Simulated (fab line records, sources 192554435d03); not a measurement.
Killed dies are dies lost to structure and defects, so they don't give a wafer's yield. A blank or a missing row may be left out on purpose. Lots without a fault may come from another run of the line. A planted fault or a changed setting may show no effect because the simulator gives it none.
fab line records | flow n5_finfet | part 1 of 2: steps 1 to 4 of 6
record lots=23 wafers=69 last_day=18
route steps=1938 shown BEOL_M10@1505 BEOL_M11@1551
lots that met no fault: from a run of the same line without faults
start_h: hours from the record's first day to the start of the lot's first wafer shown | wait_h: hours since the lot's step before | " the same as in the row above | L1.1+2: a row that stands for several wafers | - no value, or no start given | * or withheld: withheld | < > ~ a bound
route shown NAME@n: a module of which the file shows steps, and the number in the route of the first | usual: mean/standard deviation of fault-free wafers | same: alike in all rows | chamber/n: place in a boat | sites: the reading at each site | _std_site: their standard deviation | _edge_site: outer sites' mean less inner sites' | radius_mm: how far each site lies from the wafer's centre | mask NAME#n: copy n | behind: the tool/chamber that last shaped the wafer | hold: why the lot was held/for how many hours/how that ended | device: the transistor (n, p or np) that didn't switch | end of line: the same wafers' tests at the end of the route | a step without rows: its recipe alone | killed: dies lost to structure and defects at the first sort, not the wafer's yield | map: a wafer's dies, x killed, . not, _ none there
set.NAME: the setting as run; set.NAME@STEP: as run at that earlier step | model.NAME: the simulator's own value behind a step, which no gauge read
steps of the route over a sample of lots; a table a step, a row a wafer
services: from which hour (start_h, from the record's first day; less than 0 if before it) a tool's chamber was out of use, for how many hours, and why
## steps
# step N5_BEOL_M10_DESCUM_33
# recipe chemistry=O2 time_s=7.9 source_power_w=50 bias_power_w=20 pressure_mtorr=20 rf_frequency_hz=2.712e+07 temp_c=40 resist=CAR-ArF o2_flow_sccm=225
# usual drypump_motor_current_A=6.0/0.39 oes_product_au=0.82/0.078 rf_vpp_V=243.2/1.4 showerhead_plenum_p_Torr=2.09/0.067 throttle_valve_pct=20.43/0.25
# columns lot.wafer tool chamber start_h wait_h drypump_motor_current_A oes_product_au rf_hours_counter_h rf_vpp_V showerhead_plenum_p_Torr throttle_valve_pct
L074.1 rie_diel-05 3 216.10 0.0 6.2 0.71 222 245.6 2.15 20.81
L074.4 " 2 " " 6.3 0.78 97 241.9 2.02 20.18
L074.5 " 3 " " 6.2 0.70 - 243.2 2.15 20.82
L075.2 rie_diel-05 1 223.73 0.0 6.2 0.91 10 241.6 2.06 20.48
L075.3 " 2 " " 6.3 0.78 99 241.7 2.02 20.18
L075.6 " 1 " " 6.2 0.92 - 242.6 2.06 20.49
L076.2 rie_diel-03 3 234.14 0.0 6.3 0.78 128 243.1 2.10 20.33
L076.4 " 2 " " 5.4 0.67 247 243.7 2.14 20.93
L076.6 " 3 " " 6.3 0.79 - 243.5 2.10 20.34
L077.2 rie_diel-03 1 234.61 0.3 6.5 0.89 30 242.2 2.05 20.61
L077.3 " 2 " " 5.5 0.67 247 244.7 2.14 20.91
L077.5 " 3 " " 6.3 0.79 - 242.7 2.10 20.34
L078.2 rie_diel-03 3 236.87 0.3 6.3 0.79 129 245.5 2.10 20.33
L078.3 " 1 " " 6.5 0.89 31 243.0 2.04 20.61
L078.4 " 2 " " 5.5 0.68 248 243.6 2.14 20.92
L081.3 rie_diel-03 1 255.55 0.0 6.5 0.86 39 242.7 2.04 20.63
L081.4 " 0 " " 5.7 0.81 - 243.2 2.11 20.68
L081.6 " 1 " " 6.5 0.87 - 243.4 2.04 20.63
L080.2 rie_diel-04 1 260.00 0.4 6.1 0.67 221 242.7 2.07 20.50
L080.3 " 2 " " 5.3 0.90 33 241.4 2.03 19.99
L080.4 " 0 " " 5.4 0.91 27 244.7 2.14 20.15
L082.1 rie_diel-03 0 265.43 0.0 5.8 0.82 101 242.2 2.10 20.69
L082.5 " 1 " " 6.5 0.86 - 242.6 2.04 20.64
L082.6 " 0 " " 5.8 0.82 - 243.6 2.10 20.69
L083.2 rie_diel-05 0 269.74 0.0 6.0 0.81 104 240.6 2.02 20.17
L083.4 " 2 " " 6.3 0.77 115 241.1 2.02 20.21
L083.5 " 0 " " 6.0 0.81 - 241.0 2.02 20.18
L084.1 rie_diel-04 1 277.99 0.3 6.0 0.67 229 244.0 2.07 20.49
L084.5 " 2 " " 5.3 0.88 - 242.1 2.03 19.99
L084.6 " 1 " " 6.0 0.67 - 242.0 2.07 20.52
L086.1 rie_diel-04 0 294.60 0.0 5.4 0.90 38 243.7 2.14 20.18
L086.5 " 3 " " 6.3 0.88 - 245.5 2.23 20.58
L086.6 " 0 " " 5.4 0.90 - 245.1 2.14 20.17
L085.2 rie_diel-04 1 297.65 0.3 6.0 0.67 236 242.5 2.07 20.51
L085.3 " 0 " " 5.4 0.89 39 243.1 2.14 20.18
L085.4 " 3 " " 6.3 0.88 32 244.0 2.23 20.57
L089.1 rie_diel-04 3 302.48 0.0 6.3 0.87 34 245.9 2.23 20.57
L089.2 " 0 " " 5.4 0.88 41 244.2 2.13 20.19
L089.3 " 2 " " 5.3 0.88 50 243.2 2.03 20.01
L087.2 rie_diel-05 1 304.57 0.0 6.2 0.85 36 241.5 2.05 20.51
L087.4 " 0 " " 6.1 0.79 - 240.0 2.02 20.18
L087.6 " 2 " " 6.3 0.76 - 242.1 2.01 20.24
L088.1 rie_diel-03 3 305.37 0.1 6.3 0.77 158 243.2 2.09 20.38
L088.3 " 1 " " 6.5 0.84 60 243.5 2.04 20.67
L088.5 " 2 " " 5.5 0.94 - 244.2 2.13 20.62
L090.2 rie_diel-04 3 320.39 0.0 6.3 0.86 41 246.0 2.23 20.57
L090.3 " 0 " " 5.4 0.87 48 243.0 2.13 20.19
L090.4 " 1 " " 6.0 0.67 241 241.7 2.06 20.53
L093.1 rie_diel-04 3 323.52 0.3 6.3 0.86 42 244.3 2.23 20.58
L093.2 " 2 " " 5.3 0.86 57 243.6 2.02 20.01
L093.5 " 3 " " 6.3 0.86 - 245.3 2.23 20.59
L091.2 rie_diel-05 0 324.59 0.1 6.0 0.79 122 241.6 2.01 20.21
L091.3 " 2 " " 6.3 0.76 137 241.8 2.01 20.24
L091.5 " 1 " " 6.3 0.85 - 241.9 2.05 20.54
L092.2 rie_diel-04 3 330.76 0.0 6.4 0.85 46 244.3 2.23 20.59
L092.4 " 2 " " 5.4 0.86 61 240.9 2.02 20.03
L092.6 " 3 " " 6.3 0.85 - 244.7 2.23 20.60
L094.2 rie_diel-04 1 331.33 0.1 6.0 0.67 245 242.4 2.06 20.55
L094.3 " 0 " " 5.4 0.87 53 242.8 2.13 20.21
L094.4 " 2 " " 5.4 0.85 61 240.9 2.02 20.03
L095.1 rie_diel-05 0 355.49 0.0 6.1 0.77 131 242.5 2.01 20.20
L095.3 " 1 " " 6.2 0.84 53 243.2 2.04 20.55
L095.5 " 3 " " 6.2 0.95 - 246.0 2.14 20.51
L097.2 rie_diel-05 1 358.33 0.2 6.2 0.84 54 241.7 2.04 20.54
L097.3 " 0 " " 6.0 0.78 132 241.2 2.01 20.22
L097.5 " 2 " " 6.3 0.74 - 241.3 2.01 20.25
L096.1 rie_diel-03 1 358.45 0.2 6.5 0.81 82 242.0 2.03 20.69
L096.3 " 2 " " 5.4 0.89 30 242.9 2.12 20.68
L096.5 " 1 " " 6.5 0.81 - 243.2 2.03 20.69
# step N5_BEOL_M10_INSPECT_58
# recipe inspect_instrument=darkfield mode=post_dep
# usual raw_defect_count=68/21
# columns lot.wafer tool chamber start_h wait_h raw_defect_count
L074.1 defect_inspect-02 - 221.30 0.0 41
L074.4 " - " " 70
L074.5 " - " " 44
L075.2 defect_inspect-02 - 227.21 0.0 62
L075.3 " - " " 57
L075.6 " - " " 82
L076.2 defect_inspect-02 - 238.10 0.0 64
L076.4 " - " " 57
L076.6 " - " " 54
L077.2 defect_inspect-02 - 238.90 0.0 52
L077.3 " - " " 50
L077.5 " - " " 47
L078.2 defect_inspect-01 - 241.63 0.0 79
L078.3 " - " " 81
L078.4 " - " " 100
L081.3 defect_inspect-02 - 259.46 0.0 60
L081.4 " - " " 43
L081.6 " - " " 60
L080.2 defect_inspect-02 - 264.12 0.0 43
L080.3 " - " " 66
L080.4 " - " " 47
L082.1 defect_inspect-02 - 268.56 0.0 76
L082.5 " - " " 87
L082.6 " - " " 76
L083.2 defect_inspect-02 - 272.94 0.0 68
L083.4 " - " " 93
L083.5 " - " " 56
L084.1 defect_inspect-01 - 281.47 0.0 74
L084.5 " - " " 94
L084.6 " - " " 118
L086.1 defect_inspect-02 - 297.92 0.0 83
L086.5 " - " " 47
L086.6 " - " " 59
L085.2 defect_inspect-02 - 300.90 0.0 63
L085.3 " - " " 61
L085.4 " - " " 52
L089.1 defect_inspect-02 - 305.49 0.0 73
L089.2 " - " " 73
L089.3 " - " " 90
L087.2 defect_inspect-01 - 307.42 0.0 85
L087.4 " - " " 113
L087.6 " - " " 78
L088.1 defect_inspect-02 - 308.98 0.0 42
L088.3 " - " " 34
L088.5 " - " " 58
L090.2 defect_inspect-01 - 323.74 0.0 64
L090.3 " - " " 47
L090.4 " - " " 52
L093.1 defect_inspect-02 - 327.41 0.0 76
L093.2 " - " " 130
L093.5 " - " " 125
L091.2 defect_inspect-01 - 327.95 0.0 59
L091.3 " - " " 56
L091.5 " - " " 51
L092.2 defect_inspect-02 - 334.16 0.0 61
L092.4 " - " " 91
L092.6 " - " " 99
L094.2 defect_inspect-01 - 335.02 0.0 101
L094.3 " - " " 66
L094.4 " - " " 53
L095.1 defect_inspect-01 - 358.54 0.0 81
L095.3 " - " " 49
L095.5 " - " " 58
L097.2 defect_inspect-01 - 361.25 0.0 53
L097.3 " - " " 130
L097.5 " - " " 54
L096.1 defect_inspect-01 - 362.66 0.0 48
L096.3 " - " " 54
L096.5 " - " " 42
# step N5_BEOL_M11_INSPECT_13
# recipe mode=adi inspect_instrument=brightfield
# usual raw_defect_count=378/95
# columns lot.wafer tool chamber start_h wait_h raw_defect_count
L074.1 defect_inspect-01 - 224.26 0.0 274
L074.4 " - " " 429
L074.5 " - " " 342
L075.2 defect_inspect-02 - 229.12 0.0 439
L075.3 " - " " 414
L075.6 " - " " 395
L076.2 defect_inspect-02 - 241.55 0.0 411
L076.4 " - " " 259
L076.6 " - " " 350
L077.2 defect_inspect-01 - 241.78 0.0 293
L077.3 " - " " 336
L077.5 " - " " 319
L078.2 defect_inspect-02 - 244.58 0.0 391
L078.3 " - " " 424
L078.4 " - " " 531
L081.3 defect_inspect-01 - 261.36 0.0 416
L081.4 " - " " 419
L081.6 " - " " 355
L080.2 defect_inspect-02 - 267.22 0.0 355
L080.3 " - " " 413
L080.4 " - " " 259
L082.1 defect_inspect-02 - 270.68 0.0 414
L082.5 " - " " 412
L082.6 " - " " 256
L083.2 defect_inspect-01 - 276.06 0.0 520
L083.4 " - " " 564
L083.5 " - " " 321
L084.1 defect_inspect-01 - 284.64 0.0 552
L084.5 " - " " 527
L084.6 " - " " 536
L086.1 defect_inspect-01 - 299.35 0.0 446
L086.5 " - " " 226
L086.6 " - " " 234
L085.2 defect_inspect-01 - 303.67 0.0 372
L085.3 " - " " 300
L085.4 " - " " 275
L089.1 defect_inspect-02 - 307.23 0.0 287
L089.2 " - " " 249
L089.3 " - " " 400
L087.2 defect_inspect-02 - 309.67 0.0 603
L087.4 " - " " 485
L087.6 " - " " 372
L088.1 defect_inspect-02 - 310.66 0.0 285
L088.3 " - " " 306
L088.5 " - " " 233
L090.2 defect_inspect-01 - 325.89 0.0 286
L090.3 " - " " 266
L090.4 " - " " 335
L093.1 defect_inspect-02 - 329.58 0.0 492
L093.2 " - " " 435
L093.5 " - " " 492
L091.2 defect_inspect-01 - 329.78 0.0 372
L091.3 " - " " 361
L091.5 " - " " 278
L092.2 defect_inspect-02 - 335.62 0.0 543
L092.4 " - " " 482
L092.6 " - " " 494
L094.2 defect_inspect-01 - 337.70 0.0 337
L094.3 " - " " 369
L094.4 " - " " 305
L095.1 defect_inspect-01 - 360.21 0.0 480
L095.3 " - " " 324
L095.5 " - " " 441
L097.2 defect_inspect-01 - 363.01 0.0 303
L097.3 " - " " 403
L097.5 " - " " 311
L096.1 defect_inspect-01 - 368.94 0.0 253
L096.3 " - " " 277
L096.5 " - " " 310
# step N5_BEOL_M11_ETCH_62
# recipe chemistry=N2/H2 target=SOC target_depth_a=1100 overetch_a=220 mask_material=SiARC temp_c=40 time_s=165 ion_energy_ev=200 pressure_mtorr=30 source_w=840 bias_w=150 n2_flow_sccm=200 h2_flow_sccm=200
# usual drypump_motor_current_A=5.5/0.47 oes_product_au=0.64/0.062 rf_vpp_V=523/3 showerhead_plenum_p_Torr=2.50/0.1 throttle_valve_pct=17.84/0.21
# columns lot.wafer tool chamber start_h wait_h drypump_motor_current_A oes_product_au rf_hours_counter_h rf_vpp_V showerhead_plenum_p_Torr throttle_valve_pct
L074.1 rie_diel-02 2 224.38 0.0 5.1 0.63 172 521 2.43 17.79
L074.4 " 0 " " 5.2 0.72 60 528 2.69 17.57
L074.5 " 2 " " 5.1 0.62 - 522 2.43 17.80
L075.2 rie_diel-06 2 229.24 0.0 5.0 0.61 169 521 2.43 17.82
L075.3 " 1 " " 4.9 0.64 158 520 2.44 17.80
L075.6 " 1 " " 4.9 0.64 - 519 2.44 17.82
L076.2 rie_diel-06 1 242.16 0.0 4.9 0.64 163 522 2.43 17.83
L076.4 " 3 " " 5.6 0.57 249 520 2.40 17.92
L076.6 " 0 " " 5.5 0.62 - 523 2.53 18.26
L077.2 rie_diel-02 3 242.38 0.0 5.9 0.64 159 523 2.54 17.76
L077.3 " 1 " " 6.3 0.65 168 520 2.44 17.73
L077.5 " 3 " " 5.9 0.64 - 524 2.54 17.76
L078.2 rie_diel-01 1 244.71 0.0 4.7 0.59 212 524 2.62 18.07
L078.3 " 0 " " 5.4 0.66 129 517 2.34 17.63
L078.4 " 1 " " 4.7 0.59 - 528 2.62 18.06
L081.3 rie_diel-06 1 261.48 0.0 5.0 0.64 171 520 2.43 17.83
L081.4 " 0 " " 5.5 0.61 - 524 2.53 18.27
L081.6 " 2 " " 5.0 0.61 - 522 2.43 17.82
L080.2 rie_diel-02 2 267.34 0.0 5.1 0.61 185 521 2.42 17.80
L080.3 " 1 " " 6.3 0.64 174 521 2.43 17.72
L080.4 " 0 " " 5.3 0.71 72 527 2.69 17.59
L082.1 rie_diel-06 2 270.97 0.0 5.0 0.61 185 519 2.42 17.86
L082.5 " 1 " " 4.9 0.64 - 519 2.43 17.86
L082.6 " 2 " " 5.0 0.61 - 521 2.42 17.83
L083.2 rie_diel-02 2 276.18 0.0 5.1 0.62 188 519 2.42 17.83
L083.4 " 0 " " 5.3 0.71 74 527 2.69 17.61
L083.5 " 1 " " 6.3 0.64 - 520 2.43 17.74
L084.1 rie_diel-06 0 284.82 0.0 5.6 0.60 190 524 2.53 18.29
L084.5 " 0 " " 5.5 0.61 - 525 2.53 18.28
L084.6 " 3 " " 5.6 0.82 - 529 2.72 17.49
L086.1 rie_diel-06 2 299.61 0.0 5.0 0.61 193 521 2.42 17.86
L086.5 " 1 " " 4.9 0.63 - 521 2.43 17.85
L086.6 " 0 " " 5.5 0.60 - 523 2.53 18.30
L085.2 rie_diel-02 3 303.84 0.0 5.9 0.63 175 524 2.53 17.79
L085.3 " 0 " " 5.3 0.69 84 528 2.68 17.61
L085.4 " 1 " " 6.3 0.64 186 520 2.43 17.75
L089.1 rie_diel-01 1 307.35 0.0 4.7 0.58 235 525 2.61 18.10
L089.2 " 2 " " 6.3 0.59 201 522 2.51 17.72
L089.3 " 3 " " 5.8 0.80 11 522 2.50 17.63
L087.2 rie_diel-01 2 309.79 0.0 6.3 0.59 202 524 2.52 17.72
L087.4 " 1 " " 4.7 0.57 236 525 2.61 18.09
L087.6 " 1 " " 4.7 0.58 - 526 2.61 18.11
L088.1 rie_diel-06 1 310.84 0.0 5.0 0.63 188 520 2.42 17.88
L088.3 " 2 " " 5.0 0.60 198 521 2.42 17.86
L088.5 " 3 " " 5.6 0.80 - 528 2.71 17.52
L090.2 rie_diel-06 3 326.01 0.0 5.6 0.78 15 529 2.71 17.54
L090.3 " 2 " " 5.0 0.61 202 522 2.42 17.86
L090.4 " 0 " " 5.6 0.59 204 525 2.52 18.33
L093.1 rie_diel-06 0 330.66 0.0 5.5 0.59 205 522 2.52 18.30
L093.2 " 2 " " 5.0 0.60 203 521 2.42 17.87
L093.5 " 0 " " 5.5 0.59 - 524 2.52 18.32
L091.2 rie_diel-01 3 330.75 0.0 5.7 0.79 19 524 2.50 17.63
L091.3 " 0 " " 5.4 0.63 159 518 2.33 17.68
L091.5 " 0 " " 5.4 0.63 - 518 2.33 17.69
L092.2 rie_diel-02 1 335.74 0.0 6.3 0.62 197 520 2.42 17.77
L092.4 " 2 " " 5.1 0.60 207 522 2.41 17.88
L092.6 " 3 " " 5.9 0.63 - 525 2.52 17.79
L094.2 rie_diel-02 3 337.82 0.0 5.9 0.63 187 523 2.52 17.80
L094.3 " 1 " " 6.3 0.63 197 520 2.42 17.78
L094.4 " 2 " " 5.1 0.60 208 518 2.41 17.87
L095.1 rie_diel-01 2 360.33 0.0 6.3 0.59 216 524 2.51 17.76
L095.3 " 0 " " 5.4 0.62 168 517 2.33 17.70
L095.5 " 0 " " 5.4 0.62 - 517 2.33 17.71
L097.2 rie_diel-01 3 363.13 0.0 5.8 0.78 29 522 2.50 17.64
L097.3 " 2 " " 6.3 0.59 218 522 2.51 17.76
L097.5 " 2 " " 6.3 0.59 - 524 2.51 17.76
L096.1 rie_diel-02 3 369.06 0.0 5.9 0.61 196 524 2.52 17.82
L096.3 " 0 " " 5.3 0.68 105 528 2.67 17.67
L096.5 " 1 " " 6.3 0.63 - 520 2.42 17.80
